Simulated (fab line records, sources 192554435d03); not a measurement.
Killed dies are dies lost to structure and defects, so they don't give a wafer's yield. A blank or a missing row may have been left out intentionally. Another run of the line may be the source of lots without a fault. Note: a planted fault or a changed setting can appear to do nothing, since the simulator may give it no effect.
A struck lot beside a sound one :: flow n5_finfet :: 15 out of 1938 route steps
Sound: the wafers L588.1, L588.4, L588.5. The struck wafers were L596.1, L596.4, L596.5. The cause is named last.
For every step that has rows: the tool of each side, followed by ch and its chambers, followed by its first start. Under that, the readings that differ: sound wafers :: struck wafers :: difference of the means :: sigmas: that difference in standard deviations of wafers without a fault.
alike: readings whose means differ by less than 2 such deviations, and words and numbers that are the same on both sides. not compared: withheld readings, readings that some wafer has no value for, bounds like >300 that may hide the same value, and numbers for which the record gives no deviation and whose values overlap.
The two part at a step that has a row with sigmas, a row that says differs or no value, or rows on one side only. Numbers that have no deviation but don't overlap get no sigmas and don't part them. Lack of a reading on every wafer of one side parts them only where that side has two or more wafers.

first, 2 steps without rows for these wafers: N5_HKMG_FIN_STRIP_92 (strips SOC in N2/H2, time 20 s); N5_HKMG_FIN_WET_ETCH_18 (etches TiN in SC1, time 55 s, target depth 5.2 nm, rinse time 30 s).
N5_HKMG_FIN_STRIP_19: strips in N2/H2, time 360 s.
  sound on plasma_asher-01 ch 0,1, day 6 17:39; struck on plasma_asher-02 ch 0, day 8 13:36
  alike: drypump_motor_current_A, heater_power_w
  not compared: rf_hours_counter_h
N5_HKMG_FIN_ALD_91: deposits TiN, target thk 1 nm, pulse time 1 s, purge time 3 s.
  sound on ald_metal-02 ch 0,2,3, day 6 18:02; struck on ald_metal-03 ch 0,1,3, day 8 13:59
  alike: heater_power_w, precursor_pulse_height_rel
  not compared: since_wet_clean_h
then, 1 step without rows for these wafers: N5_HKMG_FIN_COAT_85 (time 60 s, resist thk 300 nm).
N5_HKMG_FIN_ETCH_86: etches SOC in N2/H2, stops on TiN, target depth 393.2 nm.
  sound on rie_diel-06 ch 0,1,2, day 6 18:23; struck on rie_diel-02 ch 0,1,2, day 8 14:19
  alike: bias_w, chamber_pressure_mTorr, drypump_motor_current_A, oes_product_au, rf_fwd_power_W, rf_vpp_V, showerhead_plenum_p_Torr, throttle_valve_pct
  not compared: rf_hours_counter_h
N5_HKMG_FIN_STRIP_89: strips SOC in N2/H2, time 20 s.
  sound on rie_diel-06 ch 0,1,2, day 6 18:26; struck on rie_diel-02 ch 0,1,2, day 8 14:23
  alike: drypump_motor_current_A, oes_product_au, rf_fwd_power_W, rf_vpp_V, showerhead_plenum_p_Torr, throttle_valve_pct
  not compared: rf_hours_counter_h
then, 1 step without rows for these wafers: N5_HKMG_FIN_WET_ETCH_87 (etches TiN in SC1, time 154.2 s, target depth 4.7 nm, rinse time 30 s).
N5_HKMG_FIN_STRIP_88: strips in N2/H2, time 360 s.
  sound on plasma_asher-01 ch 1, day 6 18:38; struck on plasma_asher-02 ch 1, day 8 14:35
  alike: drypump_motor_current_A, heater_power_w
  not compared: rf_hours_counter_h
then, 3 steps without rows for these wafers: N5_HKMG_FIN_NWFM_ALD_20 (deposits TiAlC, target thk 2 nm, pulse time 3 s, purge time 2 s); N5_HKMG_FIN_ALD_71 (deposits TiN, target thk 1 nm, pulse time 1 s, purge time 3 s); N5_HKMG_FIN_COAT_66 (time 60 s, resist thk 300 nm).
N5_HKMG_FIN_ETCH_67: etches SOC in N2/H2, stops on TiN, target depth 388.9 nm.
  sound on rie_diel-06 ch 0,1,2, day 6 19:28; struck on rie_diel-06 ch 1,2,3, day 8 15:26
  no value came back on the struck wafers for any of 8 readings (bias_w (W), chamber_pressure_mTorr (mTorr) and others); on the sound wafers bias_w (W) reads 61.06 60.85 61.06
reading: model.SOC_of_HKMG_FIN_COAT_66.thk_nm (nm)
sound: 8.2 20.2 12.2
struck: 300.4 299.2 301.4
difference: +286.8
sigmas: 
  not compared: rf_hours_counter_h, model.TiN_of_HKMG_FIN_ALD_71.thk_nm
then, 1 step without rows for these wafers: N5_HKMG_FIN_STRIP_90 (strips SOC in N2/H2, time 20 s).
N5_BEOL_M4_RC_MEAS_101:
  the record has rows for the sound wafers here (prober-02 ch 0, day 10 09:26) and none for the struck ones

== WHERE THEY PART ==
Earliest at N5_HKMG_FIN_ETCH_67; latest, in this record, at N5_BEOL_M4_RC_MEAS_101.

WHY: whatever the simulator had introduced
Skipped step whole: rie_diel-06, from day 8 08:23 on, at N5_HKMG_FIN_ETCH_67. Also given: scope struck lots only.
